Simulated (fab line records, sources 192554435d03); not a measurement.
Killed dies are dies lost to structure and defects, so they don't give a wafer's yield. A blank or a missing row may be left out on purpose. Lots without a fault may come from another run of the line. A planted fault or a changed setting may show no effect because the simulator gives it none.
One fault seen from 2 desks | flow n5_finfet | each desk has only its own numbers; what lay behind them comes last

THE METROLOGY DESK
What the gauges read, lot by lot, whatever tool the lot ran on: means of the sampled wafers that have a number. A lot is out of limits, marked OUT, if its mean lies more than 4 standard deviations from the usual mean; the brackets give that distance. Of its 11 readings 7 are shown: the one that was out of limits first, and those that lie furthest out on some lot.
Columns: A = cd_nm at N5_BEOL_M0_SAQP_CD_MEAS_29, usual 15.03 nm; B = DIBL_N at N5_BEOL_M4_RC_MEAS_101, usual 35.6 mV/V; C = IOFF_P at N5_BEOL_M4_RC_MEAS_101, usual 0.19 nA/um; D = ION_N at N5_BEOL_M4_RC_MEAS_101, usual 671 uA/um; E = ION_P at N5_BEOL_M4_RC_MEAS_101, usual 460 uA/um; F = SS_N at N5_BEOL_M4_RC_MEAS_101, usual 71.3 mV/dec; G = VT_N at N5_BEOL_M4_RC_MEAS_101, usual 251 mV
lot  | first seen here | A               | B    | C    | D   | E   | F    | G
L559 | day 7 09:05     | 14.92           | 34.5 | 0.17 | 649 | 447 | 70.6 | 254
L562 | day 7 10:10     | 17.59 (+12) OUT | 36.2 | 0.19 | 668 | 463 | 72.2 | 254
L565 | day 7 13:07     | 17.32 (+10) OUT | 35.5 | 0.21 | 680 | 467 | 71.6 | 250
L572 | day 9 15:49     | 15.01           | 34.6 | 0.18 | 652 | 450 | 71.2 | 252
L574 | day 10 00:08    | 14.92           | 35.1 | 0.15 | 656 | 448 | 70.9 | 254
L576 | day 10 12:07    | 15.02           | 36.0 | 0.18 | 668 | 465 | 71.0 | 252
L577 | day 10 18:50    | 15.22           | 37.9 | 0.24 | 677 | 466 | 71.4 | 250
L578 | day 11 00:14    | 14.80           | 34.6 | 0.18 | 667 | 457 | 71.1 | 250
L579 | day 11 04:46    | 15.28           | 35.9 | 0.19 | 675 | 466 | 70.8 | 252
L580 | day 11 10:34    | 14.97           | 36.6 | 0.20 | 687 | 461 | 71.4 | 247
This desk's finding: out of limits on L562, L565; first on L562, day 7 10:10 (cd_nm at N5_BEOL_M0_SAQP_CD_MEAS_29). In limits: L559, L572, L574, L576, L577, L578, L579, L580.

THE TOOL OWNER'S DESK: ald_sin-02
The tool's own readings at N5_BEOL_M0_SAQP_SPACER2_ALD_26 (deposits SiO2, target thk 15 nm, pulse time 1 s, purge time 2 s): means of the sampled wafers that have a number, for each lot that ran on this tool. A lot is out of limits, marked OUT, if its mean lies more than 4 standard deviations from the usual mean; the brackets give that distance.
Columns: A = heater_power_w at N5_BEOL_M0_SAQP_SPACER2_ALD_26, usual 468 W; B = precursor_pulse_height_rel at N5_BEOL_M0_SAQP_SPACER2_ALD_26, usual 1.000
lot  | first seen here | A   | B
L559 | day 7 08:15     | 474 | 1.009
L562 | day 7 09:18     | 480 | 0.993
L565 | day 7 12:14     | 455 | 1.003
L578 | day 10 23:29    | 460 | 1.019
L579 | day 11 04:01    | 458 | 1.009
This desk's finding: nothing out of limits on any of the 5 lots.

PUT TOGETHER
The metrology desk could have raised an alarm at day 7 10:10, on L562, L565.
The tool owner's desk saw nothing out of limits.
The tool owner's desk has L562, L565 on record, within its limits.
Of the lots named, all ran N5_BEOL_M0_SAQP_SPACER2_ALD_26 on ald_sin-02.

WHAT THE SIMULATOR HAD PUT IN
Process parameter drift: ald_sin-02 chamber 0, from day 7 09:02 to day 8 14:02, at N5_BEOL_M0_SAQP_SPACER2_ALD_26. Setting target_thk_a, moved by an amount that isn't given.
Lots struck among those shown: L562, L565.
Hours from the fault's start to each desk's first reading out of limits: the metrology desk, 1.
